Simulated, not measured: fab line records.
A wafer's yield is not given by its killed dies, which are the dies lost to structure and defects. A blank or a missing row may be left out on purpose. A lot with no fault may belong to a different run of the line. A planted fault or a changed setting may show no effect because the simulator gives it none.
Lot-split experiment -- flow n5_finfet -- 39 wafers read across 7 lots, on a route 1938 steps long

## THE SPLIT ITSELF
At N5_PASSIVATION_AL_DEP_21 (deposits Al, target thk 2800 nm, time 170 s), the setting time_s was moved away from the recipe's 170 s on 15 of the 39 wafers read, by -49.0% to +46.7%. The other wafers ran this setting at the recipe's value.

The reading is taken at the split's own step.

## THE READING
Al_of_PASSIVATION_AL_DEP_21.thk_nm (the simulator's own value, which no gauge read), in nm, at N5_PASSIVATION_AL_DEP_21 (deposits Al, target thk 2800 nm, time 170 s). No usual value for it is given in the file. The 24 wafers here that ran the recipe average 2792 nm, standard deviation 30 nm.

wafer,"tool, chamber at the split","time_s as run, s",against the recipe,"Al_of_PASSIVATION_AL_DEP_21.thk_nm, nm",against lot-mates on the recipe
L074.1,"pvd_sputter-02, -",170,recipe,2766,-
L074.2,"pvd_sputter-02, -",170,recipe,2728,-
L074.3,"pvd_sputter-02, -",170,recipe,2761,-
L074.4,"pvd_sputter-02, -",170,recipe,2769,-
L074.5,"pvd_sputter-02, -",170,recipe,2770,-
L074.6,"pvd_sputter-02, -",170,recipe,2738,-
L076.1,"pvd_sputter-01, -",170,recipe,2830,-
L076.3,"pvd_sputter-01, -",170,recipe,2848,-
L076.4,"pvd_sputter-01, -",170,recipe,2834,-
L077.1,"pvd_sputter-02, -",86.72,-49.0%,1471,-1342
L077.2,"pvd_sputter-02, -",170,recipe,2824,-
L077.3,"pvd_sputter-02, -",86.72,-49.0%,1422,-1391
L077.4,"pvd_sputter-02, -",86.72,-49.0%,1452,-1361
L077.5,"pvd_sputter-02, -",170,recipe,2795,-
L077.6,"pvd_sputter-02, -",170,recipe,2819,-
L084.1,"pvd_sputter-03, -",196.1,+15.4%,3184,+391
L084.2,"pvd_sputter-03, -",170,recipe,2815,-
L084.3,"pvd_sputter-03, -",170,recipe,2797,-
L084.4,"pvd_sputter-03, -",196.1,+15.4%,3241,+448
L084.5,"pvd_sputter-03, -",196.1,+15.4%,3201,+408
L084.6,"pvd_sputter-03, -",170,recipe,2766,-
L086.1,"pvd_sputter-02, -",170,recipe,2791,-
L086.2,"pvd_sputter-02, -",227.5,+33.8%,3771,+973
L086.3,"pvd_sputter-02, -",227.5,+33.8%,3768,+970
L086.4,"pvd_sputter-02, -",170,recipe,2802,-
L086.5,"pvd_sputter-02, -",170,recipe,2801,-
L086.6,"pvd_sputter-02, -",227.5,+33.8%,3739,+941
L088.1,"pvd_sputter-03, -",170,recipe,2784,-
L088.2,"pvd_sputter-03, -",170,recipe,2805,-
L088.3,"pvd_sputter-03, -",170,recipe,2831,-
L088.4,"pvd_sputter-03, -",110.3,-35.1%,1862,-945
L088.5,"pvd_sputter-03, -",110.3,-35.1%,1862,-945
L088.6,"pvd_sputter-03, -",110.3,-35.1%,1871,-936
L091.1,"pvd_sputter-02, -",249.4,+46.7%,4094,+1316
L091.2,"pvd_sputter-02, -",170,recipe,2777,-
L091.3,"pvd_sputter-02, -",170,recipe,2776,-
L091.4,"pvd_sputter-02, -",170,recipe,2780,-
L091.5,"pvd_sputter-02, -",249.4,+46.7%,4105,+1327
L091.6,"pvd_sputter-02, -",249.4,+46.7%,4087,+1309

FIT RESULTS
A straight line over all 39 wafers: Al_of_PASSIVATION_AL_DEP_21.thk_nm changes by +27.6 nm for each +1% of time_s; r = +1.00; the points scatter about the line by 30 nm.
The same after taking each lot's own level away (the mean of its wafers on the recipe; 39 wafers): +27.8 nm for each +1%; r = +1.00; scatter 19 nm.
According to that fit, moving time_s by its largest amount changes the reading by 1.4e+03 nm.
The lots' own levels span 2755.3 to 2837.3 nm, that is 2.7 times the standard deviation above.
The two slopes agree, so the slope changes little with the lot-to-lot level.
Check: for one of the wafers moved furthest among these (-49.0%), held out of the fit, the line's prediction against its lot-mates is -1.36e+03 nm. Against them it came out at -1.34e+03 nm.

## ADDITIONAL SPLITS CARRIED BY THESE WAFERS
Note: prior to the reading, these wafers also went through further splits. Each is held against what the fit with the lots' levels taken away leaves over:
other split on the same wafers,wafers away from the commonest value,r with Al_of_PASSIVATION_AL_DEP_21.thk_nm (lot level and that fit taken away)
N5_BEOL_M8_DEVELOP_10 develop_time_s,18,-0.04
N5_BEOL_M14_SPUTTER_43 target_thk_a,15,-0.17

## FILE'S OWN FIT
Al_of_PASSIVATION_AL_DEP_21.thk_nm changes by +27.8 nm for each +1% of time_s, r = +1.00.
